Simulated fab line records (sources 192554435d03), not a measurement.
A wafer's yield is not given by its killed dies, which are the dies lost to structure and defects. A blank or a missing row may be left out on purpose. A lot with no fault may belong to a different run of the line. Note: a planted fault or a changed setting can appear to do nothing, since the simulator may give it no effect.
fab line records	flow n5_finfet
[record] lots = 9	wafers = 25	last_day = 16
route steps=1938 shown HKMG_FIN@455 GATE_CUT@467 MOL_CONTACT_COAG@561 BEOL_M4@1111 PASSIVATION@1936
lots that met no fault: from a run of the same line without faults
start_h: start of the lot's first displayed wafer, in hours after the record's first day	wait_h: hours elapsed since this lot's preceding step	" unchanged from the row above	L1.1+2: a row that stands for several wafers	- either no value or no given start	* or withheld: withheld	< > ~ a bound
route shown NAME@n: a module of which the file shows steps, and the number in the route of the first	usual: mean and standard deviation over wafers with no fault	same: alike in all rows	chamber/n: place in a boat	sites: per-site readings	_std_site: their standard deviation	_edge_site: the outer-site mean with the inner-site mean subtracted	radius_mm: for every site, how far away it sits from the centre of the wafer	mask NAME#n: copy n	behind: the most recent tool/chamber to have shaped the wafer	hold: reason for holding the lot/hours on hold/outcome of the hold	device: the n, p or np transistor that did not switch	end of line: the tests these same wafers got at the end of their route	where a step has no rows: the recipe by itself	killed: at the first sort, the dies lost to defects and structure; wafer yield is something else	map: dies across one wafer; x = killed, . = not, _ = none there
set.NAME: setting as actually run; set.NAME@STEP: the setting as run at that earlier step	model.NAME: the simulator's own value behind a step, which no gauge read
one table for each step of the route and one row for each wafer, over a sample of lots
services: when a tool's chamber went out of use (start_h, in hours from the record's first day, below 0 if earlier), for how many hours, and the reason
[[steps]]
[step N5_HKMG_FIN_STRIP_69]
[recipe] chemistry = N2/H2	power_w = 2500	temp_c = 300	h2_frac = 0.65	time_s = 360	pressure_mtorr = withheld	n2_flow_sccm = 1750	h2_flow_sccm = 3250
[usual] drypump_motor_current_A = 5.78/0.11	heater_power_w = 411/20
lot.wafer	tool	chamber	start_h	wait_h	drypump_motor_current_A	heater_power_w	rf_hours_counter_h
L430.2	plasma_asher-02	1	77.11	0.2	5.95	419	90
L430.3	"	1	"	"	5.97	422	-
L430.4	"	0	"	"	5.69	385	-
L432.1	plasma_asher-02	1	89.28	0.1	5.94	427	93
L432.2	"	0	"	"	5.67	397	93
L432.5	"	0	"	"	5.66	384	-
L435.1	plasma_asher-01	1	113.18	0.1	5.68	429	40
L435.4	"	0	"	"	5.83	433	-
L435.6	"	1	"	"	5.71	413	-
L441.1	plasma_asher-02	1	144.53	0.1	5.94	416	104
L441.2	"	0	"	"	5.71	375	104
L441.5	"	0	"	"	5.69	381	-
L442.1	plasma_asher-01	1	152.87	0.1	5.67	426	49
L442.3	"	1	"	"	5.67	419	-
L442.4	"	0	"	"	5.83	426	-
L444.2	plasma_asher-02	0	162.44	0.2	5.66	377	107
L444.5	"	1	"	"	5.94	428	-
L444.6	"	0	"	"	5.66	388	-
L445.2	plasma_asher-01	0	168.48	0.1	5.80	426	53
L445.3	"	1	"	"	5.68	430	-
L445.6	"	1	"	"	5.67	409	-
L447.1	plasma_asher-01	1	180.15	0.1	5.66	426	56
L447.2	"	0	"	"	5.83	425	56
L448.1	plasma_asher-02	1	187.10	0.1	5.94	419	112
L448.6	"	0	"	"	5.67	383	-
[step N5_GATE_CUT_ETCHBACK_30]
[recipe] chemistry = Cl2/Ar	target = TiN	target_depth_a = 30	mode = isotropic	pressure_mtorr = 10	icp_w = 600	bias_w = 60	Cl2_flow_sccm = 40	Ar_flow_sccm = 60
[usual] drypump_motor_current_A = 5.9/0.35	mfc_cl2_sccm = 40.00/0.13	oes_product_au = 0.77/0.13	rf_fwd_power_W = 586.6/1.9	throttle_valve_pct = 20.88/0.27
lot.wafer	tool	chamber	start_h	wait_h	drypump_motor_current_A	mfc_cl2_sccm	oes_product_au	rf_fwd_power_W	rf_hours_counter_h	throttle_valve_pct
L430.2	rie_metal-03	1	78.98	0.1	5.5	40.07	0.75	588.4	61	20.89
L430.3	"	0	"	"	5.7	40.02	0.63	586.5	-	21.06
L430.4	"	1	"	"	5.5	40.06	0.74	587.7	-	20.90
L432.1	rie_metal-01	0	91.16	0.1	5.7	39.90	1.00	584.2	1	20.32
L432.2	"	1	"	"	6.0	39.79	0.91	585.6	11	21.03
L432.5	"	1	"	"	6.1	40.06	0.91	582.7	-	21.03
L435.1	rie_metal-03	0	115.21	0.1	5.7	40.03	0.63	585.7	117	21.07
L435.4	"	1	"	"	5.5	40.19	0.75	589.0	-	20.90
L435.6	"	1	"	"	5.5	40.26	0.75	589.9	-	20.91
L441.1	rie_metal-01	0	146.52	0.1	5.7	40.22	0.95	588.7	4	20.34
L441.2	"	1	"	"	6.1	39.93	0.89	585.3	15	21.02
L441.5	"	0	"	"	5.8	40.16	0.94	588.1	-	20.34
L442.1	rie_metal-03	0	154.77	0.1	5.7	40.20	0.63	585.6	120	21.08
L442.3	"	1	"	"	5.5	40.03	0.73	585.1	-	20.93
L442.4	"	0	"	"	5.7	40.18	0.62	584.9	-	21.08
L444.2	rie_metal-03	0	164.43	0.1	5.6	39.94	0.63	588.4	121	21.09
L444.5	"	1	"	"	5.5	39.92	0.73	585.4	-	20.92
L444.6	"	0	"	"	5.7	40.09	0.63	584.4	-	21.08
L445.2	rie_metal-03	0	170.36	0.1	5.6	40.11	0.62	586.6	122	21.09
L445.3	"	1	"	"	5.5	39.82	0.72	590.2	-	20.92
L445.6	"	0	"	"	5.6	39.95	0.62	586.5	-	21.08
L447.1	rie_metal-03	1	182.03	0.1	5.5	39.86	0.74	587.0	69	20.91
L447.2	"	0	"	"	5.7	40.07	0.63	587.6	123	21.09
L448.1	rie_metal-03	1	188.97	0.1	5.5	40.05	0.72	588.0	70	20.92
L448.6	"	0	"	"	5.6	40.19	0.62	586.8	-	21.10
[step N5_GATE_CUT_STRIP_59]
[recipe] chemistry = N2/H2	time_s = 20	power_w = 100	temp_c = 40	pressure_mtorr = 100	rf_frequency_hz = 6e+07	bias_power_w = 3	n2_flow_sccm = 300	h2_flow_sccm = 300
[usual] drypump_motor_current_A = 5.8/0.41	oes_product_au = 0.76/0.065	rf_vpp_V = 45.3/0.86	showerhead_plenum_p_Torr = 3.38/0.12	throttle_valve_pct = 12.29/0.16
lot.wafer	tool	chamber	start_h	wait_h	drypump_motor_current_A	oes_product_au	rf_hours_counter_h	rf_vpp_V	showerhead_plenum_p_Torr	throttle_valve_pct
L430.2	rie_diel-01	1	79.27	0.1	6.5	0.97	10	44.2	3.46	12.03
L430.3	"	2	"	"	6.0	0.74	154	46.3	3.50	12.28
L430.4	"	2	"	"	6.0	0.74	-	44.9	3.50	12.28
L432.1	rie_diel-05	1	91.34	0.1	5.7	0.75	150	45.1	3.23	12.59
L432.2	"	3	"	"	5.6	0.74	192	45.5	3.50	12.32
L432.5	"	1	"	"	5.7	0.75	-	46.2	3.23	12.58
L435.1	rie_diel-02	0	115.45	0.1	5.8	0.76	141	43.8	3.37	12.12
L435.4	"	0	"	"	5.7	0.76	-	44.9	3.37	12.12
L435.6	"	2	"	"	4.9	0.75	-	45.0	3.36	12.17
L441.1	rie_diel-01	0	146.70	0.1	6.0	0.78	140	44.4	3.24	12.29
L441.2	"	3	"	"	5.0	0.73	185	43.6	3.24	12.36
L441.5	"	2	"	"	6.0	0.73	-	44.2	3.49	12.36
L442.1	rie_diel-05	2	154.95	0.1	5.6	0.73	204	44.9	3.48	12.27
L442.3	"	0	"	"	5.9	0.85	65	47.0	3.55	12.04
L442.4	"	3	"	"	5.6	0.72	209	44.9	3.49	12.34
L444.2	rie_diel-05	2	164.62	0.1	5.7	0.72	208	46.4	3.48	12.29
L444.5	"	1	"	"	5.7	0.72	-	45.7	3.22	12.63
L444.6	"	2	"	"	5.6	0.73	-	45.8	3.48	12.30
L445.2	rie_diel-05	0	170.54	0.1	5.9	0.85	70	44.7	3.55	12.05
L445.3	"	1	"	"	5.8	0.71	171	45.1	3.22	12.65
L445.6	"	2	"	"	5.6	0.73	-	47.5	3.48	12.28
L447.1	rie_diel-01	1	182.21	0.1	6.5	0.89	42	45.2	3.45	12.12
L447.2	"	2	"	"	6.0	0.71	186	43.8	3.48	12.36
L448.1	rie_diel-01	0	189.16	0.1	6.0	0.77	152	45.4	3.24	12.34
L448.6	"	3	"	"	5.0	0.72	-	46.9	3.23	12.40
[step N5_GATE_CUT_SAC_CAP_01]
[recipe] material = SiNx	target_thk_a = 240	temp_c = 400	ald_precursor_family = SiH2I2	ald_co_reactant = N2/H2-plasma	pulse_time_s = 1	ald_cycles = 480	purge_time_s = 2	co_reactant_purge_time_s = 2	pressure_torr = 2
[usual] ald_cycles = 480/0	heater_power_w = 837/91	precursor_pulse_height_rel = 1.000/0.022
[same] pulse_time_s = 1
lot.wafer	tool	chamber	start_h	wait_h	ald_cycles	heater_power_w	precursor_pulse_height_rel
L430.2	ald_sin-03	3	79.59	0.0	480	824	1.027
L430.3	"	1	"	"	480	928	0.999
L430.4	"	0	"	"	480	755	0.975
L432.1	ald_sin-04	0	92.13	0.6	480	681	0.980
L432.2	"	1	"	"	480	889	0.986
L432.5	"	2	93.22	1.7	480	840	1.011
L435.1	ald_sin-03	3	115.86	0.2	480	774	0.965
L435.4	"	2	"	"	480	957	0.972
L435.6	"	0	116.95	1.3	480	711	0.965
L441.1	ald_sin-03	3	147.02	0.0	480	758	1.010
L441.2	"	2	"	"	480	961	1.011
L441.5	"	1	148.11	1.1	480	909	1.048
L442.1	ald_sin-03	3	155.17	0.0	480	758	1.012
L442.3	"	0	"	"	480	743	1.028
L442.4	"	2	"	"	480	966	1.011
L444.2	ald_sin-04	3	166.01	1.2	480	923	0.977
L444.5	"	2	167.10	2.3	480	839	0.930
L444.6	"	3	"	"	480	932	1.027
L445.2	ald_sin-03	1	171.00	0.3	480	918	0.996
L445.3	"	3	"	"	480	772	1.009
L445.6	"	0	172.08	1.4	322	726	1.013
L447.1	ald_sin-03	1	182.56	0.2	322	893	1.027
L447.2	"	0	"	"	480	734	1.001
L448.1	ald_sin-03	2	190.21	0.9	322	970	0.973
L448.6	"	0	191.30	2.0	322	763	0.988
[step N5_MOL_CONTACT_COAG_THK_MEAS_29]
[recipe] reads = SiNx_of_GATE_CUT_PECVD_57+SiNx_of_GATE_CUT_SAC_CAP_01
[usual] MD_CAP_THK = 17.91/0.082
lot.wafer	tool	chamber	start_h	wait_h	MD_CAP_THK[nm]
L430.2	film_metro-01	-	96.32	-	18.01
L430.3	"	-	"	"	17.94
L430.4	"	-	"	"	17.87
L432.1	film_metro-01	-	112.54	-	17.94
L432.2	"	-	"	"	17.90
L432.5	"	-	"	"	17.97
L435.1	film_metro-02	-	138.42	-	17.88
L435.4	"	-	"	"	17.88
L435.6	"	-	"	"	17.83
L441.1	film_metro-02	-	163.86	-	17.82
L441.2	"	-	"	"	17.86
L441.5	"	-	"	"	17.81
L442.1	film_metro-02	-	171.50	-	17.84
L442.3	"	-	"	"	17.90
L442.4	"	-	"	"	17.83
L444.2	film_metro-01	-	182.05	-	17.94
L444.5	"	-	"	"	18.02
L444.6	"	-	"	"	17.95
L445.2	film_metro-02	-	189.23	-	17.91
L445.3	"	-	"	"	17.82
L445.6	"	-	"	"	12.06
L447.1	film_metro-02	-	197.62	-	12.06
L447.2	"	-	"	"	17.86
L448.1	film_metro-02	-	206.30	-	12.07
L448.6	"	-	"	"	11.99
[step N5_MOL_CONTACT_COAG_ETCH_47]
[recipe] chemistry = CH3F/O2	target = SiNx	target_depth_a = 270	mask_material = SiO2	stop_on = W	over_etch_frac = 0.2	ion_energy_ev = 120	endpoint = OES-CN	pressure_mtorr = 30	source_w = 395	bias_w = 73	Ar_flow_sccm = 150	CH3F_flow_sccm = 30	O2_flow_sccm = 20	ends = end_point
[usual] drypump_motor_current_A = 5.7/0.61	etch_rf_on_time_s = 31.0/0.64	oes_product_au = 0.73/0.083	rf_fwd_power_W = 386.2/2	rf_vpp_V = 295/5.6	showerhead_plenum_p_Torr = 1.97/0.064	throttle_valve_pct = 16.35/0.25
lot.wafer	tool	chamber	start_h	wait_h	drypump_motor_current_A	etch_rf_on_time_s	oes_product_au	rf_fwd_power_W	rf_hours_counter_h	rf_vpp_V	showerhead_plenum_p_Torr	throttle_valve_pct
L430.2	rie_diel-06	2	100.33	0.0	5.4	31.5	0.66	387.4	193	290	1.91	16.55
L430.3	"	1	"	"	4.9	30.8	0.76	385.0	64	301	1.94	16.26
L430.4	"	0	"	"	5.2	31.1	0.80	390.3	32	300	1.97	16.26
L432.1	rie_diel-04	3	114.12	0.0	5.6	30.3	0.81	389.3	40	295	1.97	16.50
L432.2	"	0	"	"	5.5	31.6	0.68	386.3	122	294	1.92	16.29
L432.5	"	2	"	"	5.8	31.6	0.64	387.7	-	290	1.99	16.56
L435.1	rie_diel-04	2	140.00	0.0	5.9	31.6	0.62	384.7	212	292	1.98	16.59
L435.4	"	3	"	"	5.7	30.0	0.79	390.3	50	294	1.97	16.51
L435.6	"	2	"	"	5.9	31.4	0.63	386.4	-	292	1.98	16.58
L441.1	rie_diel-04	0	165.61	0.0	5.5	31.6	0.67	382.8	135	295	1.92	16.33
L441.2	"	1	"	"	6.1	30.5	0.78	382.8	46	292	1.94	16.05
L441.5	"	2	"	"	5.8	32.0	0.61	387.1	-	289	1.98	16.60
L442.1	rie_diel-06	3	173.48	0.0	6.6	31.0	0.86	385.1	10	293	1.95	16.21
L442.3	"	1	"	"	4.8	30.7	0.74	383.4	93	300	1.93	16.34
L442.4	"	0	"	"	5.2	31.0	0.76	390.6	61	301	1.96	16.33
L444.2	rie_diel-04	2	183.76	0.0	5.8	31.6	0.62	385.0	229	290	1.98	16.62
L444.5	"	3	"	"	5.7	30.3	0.77	391.2	-	293	1.96	16.54
L444.6	"	2	"	"	5.9	31.6	0.62	385.0	-	292	1.98	16.61
L445.2	rie_diel-04	3	191.70	0.0	5.7	30.8	0.76	391.4	69	294	1.96	16.54
L445.3	"	2	"	"	5.8	32.0	0.61	386.5	232	292	1.98	16.62
L445.6	"	3	"	"	5.7	20.8	0.75	388.0	-	293	1.96	16.55
L447.1	rie_diel-04	2	199.61	0.0	5.9	21.0	0.63	387.5	235	290	1.97	16.62
L447.2	"	3	"	"	5.7	30.4	0.76	390.3	72	295	1.96	16.55
L448.1	rie_diel-04	3	208.05	0.0	5.6	20.7	0.75	388.8	75	294	1.96	16.54
L448.6	"	1	"	"	6.1	20.5	0.75	386.3	-	292	1.94	16.08
[step N5_BEOL_M4_RC_MEAS_101]
[usual] DIBL_N = 36.0/1.6	DIBL_P = 36.1/2	IOFF_N = 0.160/0.029	IOFF_P = 0.21/0.039	ION_N = 675/13	ION_P = 464/8.8	SS_N = 71.5/0.58	SS_P = 73.3/0.65	VT_N = 250/3.3	VT_P = -249/3.6
lot.wafer	tool	chamber	start_h	wait_h	DIBL_N[mV/V]	DIBL_P[mV/V]	IOFF_N[nA/um]	IOFF_P[nA/um]	ION_N[uA/um]	ION_P[uA/um]	SS_N[mV/dec]	SS_P[mV/dec]	VT_N[mV]	VT_P[mV]
L430.2	prober-02	0	164.07	0.2	37.4	36.9	0.164	0.21	676	456	72.0	73.4	247	-252
L430.3	"	0	"	"	35.6	34.9	0.128	0.19	659	454	71.5	73.0	251	-253
L430.4	"	0	"	"	36.4	33.6	0.141	0.17	662	449	71.6	72.7	254	-255
L432.1	prober-01	0	175.16	0.0	34.1	34.5	0.128	0.17	666	456	72.0	72.5	252	-252
L432.2	"	0	"	"	36.9	37.5	0.173	0.22	693	473	71.0	73.4	248	-248
L432.5	"	0	"	"	33.7	33.5	0.118	0.15	665	452	71.2	72.2	255	-255
L435.1	prober-02	0	204.65	0.0	38.0	36.8	0.166	0.23	681	471	71.6	73.6	250	-248
L435.4	"	0	"	"	36.7	35.3	0.154	0.22	677	465	70.8	73.0	250	-249
L435.6	"	0	"	"	37.5	37.1	0.152	0.23	670	465	72.2	73.3	252	-247
L441.1	prober-01	0	236.24	0.0	38.9	40.7	0.232	0.32	697	482	72.8	74.6	244	-243
L441.2	"	0	"	"	38.3	39.9	0.210	0.31	696	487	71.8	74.6	245	-243
L441.5	"	0	"	"	37.0	38.5	0.171	0.26	671	474	72.0	73.7	252	-245
L442.1	prober-02	0	238.06	0.0	35.3	34.1	0.138	0.19	681	470	70.5	73.3	251	-252
L442.3	"	0	"	"	35.9	35.1	0.154	0.20	678	472	70.8	72.9	250	-251
L442.4	"	0	"	"	36.4	35.6	0.165	0.21	694	474	72.1	73.4	247	-250
L444.2	prober-02	0	244.19	0.2	34.7	34.2	0.134	0.21	668	469	71.9	72.6	251	-248
L444.5	"	0	"	"	35.0	33.5	0.135	0.19	665	457	71.2	72.5	252	-252
L444.6	"	0	"	"	34.6	34.1	0.135	0.20	664	463	70.7	72.9	251	-251
L445.2	prober-01	0	265.02	0.2	37.8	37.4	0.193	0.20	694	463	71.6	74.1	245	-251
L445.3	"	0	"	"	36.3	35.7	0.152	0.18	681	461	71.6	74.1	251	-252
L445.6	"	0	"	"	36.0	34.8	0.136	0.16	657	444	71.0	72.7	253	-254
L447.1	prober-01	0	268.08	0.0	35.8	36.9	0.169	0.20	693	470	71.8	73.4	248	-249
L447.2	"	0	"	"	37.1	38.1	0.203	0.22	685	463	71.5	73.6	245	-248
L448.1	prober-02	0	286.33	0.0	37.0	37.9	0.177	0.24	694	478	72.3	73.2	245	-245
L448.6	"	0	"	"	38.2	40.1	0.195	0.29	689	480	72.1	73.8	244	-244
[step N5_PASSIVATION_PROBE_49]
[usual] defect_limited_yield = 91.0/1.3	killed_at_M0_to_M3 = 36/9.5	killed_at_M4_up = 14/5.6	killed_at_contacts = 12/6.4	killed_at_front_end = 40/10	killed_at_other = 3.2/3	killed_dies = 107/15	killed_open = 69/12	killed_short = 35/7.7	sort_bin_5_function = 5.3/0.91	sort_bin_6_memory = 3.3/0.65	sort_bin_8_speed = 0.00/0.012	sort_n_pass = 1073/15	sort_yield_pct = 91.0/1.3
[same] gross_dies = 1180	killed_at_back_side = 0	sort_bin_4_leakage[%] = 0
lot.wafer	tool	chamber	start_h	wait_h	defect_limited_yield[%]	killed_at_M0_to_M3	killed_at_M4_up	killed_at_contacts	killed_at_front_end	killed_at_other	killed_dies	killed_open	killed_short	sort_bin_5_function[%]	sort_bin_6_memory[%]	sort_bin_8_speed[%]	sort_n_pass	sort_yield_pct[%]
L442.3	prober-02	-	347.44	0.1	92.9	33	13	8	27	3	84	54	29	3.7	3.0	0	1096	92.9
L442.4	prober-02	-	347.49	0.2	92.4	23	9	7	43	8	90	50	32	3.8	3.1	0	1090	92.4
L441.1	prober-01	-	354.68	0.0	91.1	28	12	8	51	6	105	63	38	4.7	3.6	0	1075	91.1
L441.2	prober-01	-	354.73	0.1	93.3	24	9	12	32	2	79	39	40	4.1	2.3	0	1101	93.3
L441.5	prober-01	-	354.88	0.2	90.2	40	5	12	56	3	116	71	43	5.5	4.0	0	1064	90.2
// killed by level:class
L442.3 BEOL_M0_SAQP:geometric_particle:short=14 BEOL_M0_SAQP:geometric_particle:open=9 FIN_SAQP:geometric_particle:open=8 MOL_CONTACT_COAG:geometric_particle:open=8 BEOL_M1:geometric_particle:open=7 FIN_SAQP:geometric_particle:short=4 BEOL_M4:geometric_particle:open=4 BEOL_M3:geometric_particle:open=3
L442.4 FIN_SAQP:geometric_particle:short=15 HKMG_FIN:area_etch=7 MOL_CONTACT_COAG:geometric_particle:open=6 BEOL_M1:geometric_particle:open=6 BEOL_M3:geometric_particle:open=6 GATE_CUT:geometric_particle:open=5 BEOL_M4:geometric_particle:open=5 GATE_CUT:geometric_particle:short=4
L441.1 STI_FIN_REVEAL:geometric_particle:open=14 BEOL_M0_SAQP:geometric_particle:short=9 FIN_SAQP:geometric_particle:short=8 FIN_SAQP:geometric_particle:open=7 BEOL_M0_SAQP:geometric_particle:open=7 STI_FIN_REVEAL:geometric_particle:short=5 MOL_CONTACT_COAG:geometric_particle:open=5 BEOL_M3:geometric_particle:open=4
L441.2 MOL_CONTACT_COAG:geometric_particle:open=9 FIN_SAQP:geometric_particle:short=8 STI_FIN_REVEAL:geometric_particle:open=5 GATE_CUT:geometric_particle:short=5 BEOL_M0_SAQP:geometric_particle:short=5 DUMMY_GATE:geometric_particle:open=4 BEOL_M0_SAQP:geometric_particle:open=4 BEOL_M2:geometric_particle:open=4
L441.5 BEOL_M0_SAQP:geometric_particle:open=14 FIN_SAQP:geometric_particle:short=11 MOL_CONTACT_COAG:geometric_particle:open=10 GATE_CUT:geometric_particle:short=9 BEOL_M0_SAQP:geometric_particle:short=9 BEOL_M3:geometric_particle:open=8 FIN_SAQP:geometric_particle:open=7 STI_FIN_REVEAL:geometric_particle:open=7
[[services]]
tool	chamber	start_h	hours	kind
rie_metal-01	-	53.43	0.4	repair
ald_sin-03	2	65.32	6.0	repair
rie_metal-03	0	65.83	10.6	repair
rie_diel-01	3	76.84	10.0	repair
rie_diel-06	3	81.71	6.0	repair
rie_metal-03	1	84.71	4.5	repair
ald_sin-03	-	85.89	14.0	pm
ald_sin-03	0	85.89	14.0	vent_cycle
ald_sin-03	1	85.89	14.0	vent_cycle
rie_diel-05	1	91.99	2.6	repair
rie_diel-02	1	92.88	3.0	repair
rie_metal-01	-	99.24	14.6	pm
rie_diel-02	1	113.71	14.4	repair
rie_metal-01	-	114.03	1.3	repair
rie_diel-04	1	120.81	9.9	repair
rie_diel-04	0	148.13	8.1	repair
plasma_asher-02	-	152.51	4.4	repair
rie_diel-02	1	163.00	10.2	repair
rie_diel-05	1	177.64	1.4	repair
rie_diel-01	0	181.02	4.1	repair
plasma_asher-01	-	181.70	2.5	repair
rie_metal-01	0	188.31	14.9	repair
plasma_asher-01	-	190.16	5.4	repair
ald_sin-03	2	204.26	4.2	repair
[[key]]
[first_sign] step = N5_GATE_CUT_SAC_CAP_01	reading = ald_cycles	direction = down	sigmas = 99+	usual = *	struck = *
[effect] step = N5_MOL_CONTACT_COAG_THK_MEAS_29	reading = MD_CAP_THK	direction = down	sigmas = 72	usual = 17.91	struck = 12.05
[effect] step = N5_MOL_CONTACT_COAG_ETCH_47	reading = etch_rf_on_time_s	direction = down	sigmas = 16	usual = *	struck = *
met_at N5_GATE_CUT_SAC_CAP_01
struck_lots L445,L447,L448
struck_wafers L445.6,L447.1,L448.1,L448.6
not_acting_at N5_HKMG_FIN_STRIP_69,N5_GATE_CUT_ETCHBACK_30,N5_GATE_CUT_STRIP_59
onset_between 155.17 171.00
[fault] kind = process_parameter_drift	tool = ald_sin-03	chamber = -	onset_h = 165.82	steps = N5_GATE_CUT_SAC_CAP_01	channel = ald_cycles	offset = *	shape = step	end_h = 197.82	scope = struck_wafers_only	acts_in = *	stated = *
